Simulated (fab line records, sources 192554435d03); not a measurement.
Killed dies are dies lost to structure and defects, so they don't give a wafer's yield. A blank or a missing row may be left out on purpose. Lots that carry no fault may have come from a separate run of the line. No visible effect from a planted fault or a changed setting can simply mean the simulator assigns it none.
One fault through the eyes of 2 desks ; flow n5-finfet ; only its own numbers are on each desk; what lay behind them is given at the end

## FOR THE TOOL OWNER'S DESK: rie-metal-02
The tool's own readings at N5_GATE_CUT_ETCH_56 (etches TiN in Cl2/Ar, target depth 21.6 nm): means of the sampled wafers that have a number, for each lot that ran on this tool. If a lot's mean is further than 4 standard deviations from the usual mean, the lot is out of limits and carries the mark OUT (the distance appears in the brackets).
Columns: A = drypump-motor-current-A at N5_GATE_CUT_ETCH_56, usual 5.9 A; B = oes_ar_750_au at N5_GATE_CUT_ETCH_56, usual 0.73 a.u.; C = oes-product-au at N5_GATE_CUT_ETCH_56, usual 0.74 a.u.; D = throttle-valve-pct at N5_GATE_CUT_ETCH_56, usual 20.89 %
lot;first seen here;A;B;C;D
L836;day 5 05:31;6.4;0.64;0.64;20.68
L839;day 5 17:46;6.4;0.86;0.85;20.80
L846;day 7 16:26;6.4;0.77;0.88;20.61
L848;day 8 04:05;6.4;0.73;0.79;20.64
L849;day 8 06:17;6.3;0.91;1.21 (+4.2) OUT;20.50
This desk's finding: out of limits on L849; first on L849, day 8 06:17 (oes-product-au at N5_GATE_CUT_ETCH_56). L836, L839, L846, L848 stayed within limits.

## THE DEFECT DESK
Inspection counts along the route, by lot: the mean over sampled wafers that carry a number. If a lot's mean is further than 4 standard deviations from the usual mean, the lot is out of limits and carries the mark OUT (the distance appears in the brackets).
Columns: A = raw-defect-count at N5_HKMG_FIN_INSPECT_28, usual 42
lot;first seen here;A
L836;day 5 05:13;45
L839;day 5 17:37;63
L846;day 7 16:16;44
L848;day 8 03:56;54
L849;day 8 06:07;32
L857;day 9 23:55;41
L856;day 10 02:08;33
Result from this desk: across the 7 lots, nothing is out of limits.

## BROUGHT TOGETHER
The tool owner's desk had the chance to raise an alarm at day 8 06:17 on L849.
Nothing the defect desk looked at was out of limits.
The defect desk has L849 on record, within its limits.
N5_GATE_CUT_ETCH_56 was run on rie-metal-02 by each of the lots named.

## WHAT THE SIMULATOR HAD PUT IN
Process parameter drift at N5_GATE_CUT_ETCH_56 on rie-metal-02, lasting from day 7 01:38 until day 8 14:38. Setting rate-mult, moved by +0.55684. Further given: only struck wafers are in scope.
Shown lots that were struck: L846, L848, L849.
Delay in hours, fault start to first out-of-limits reading, by desk: the tool owner's desk at 29.
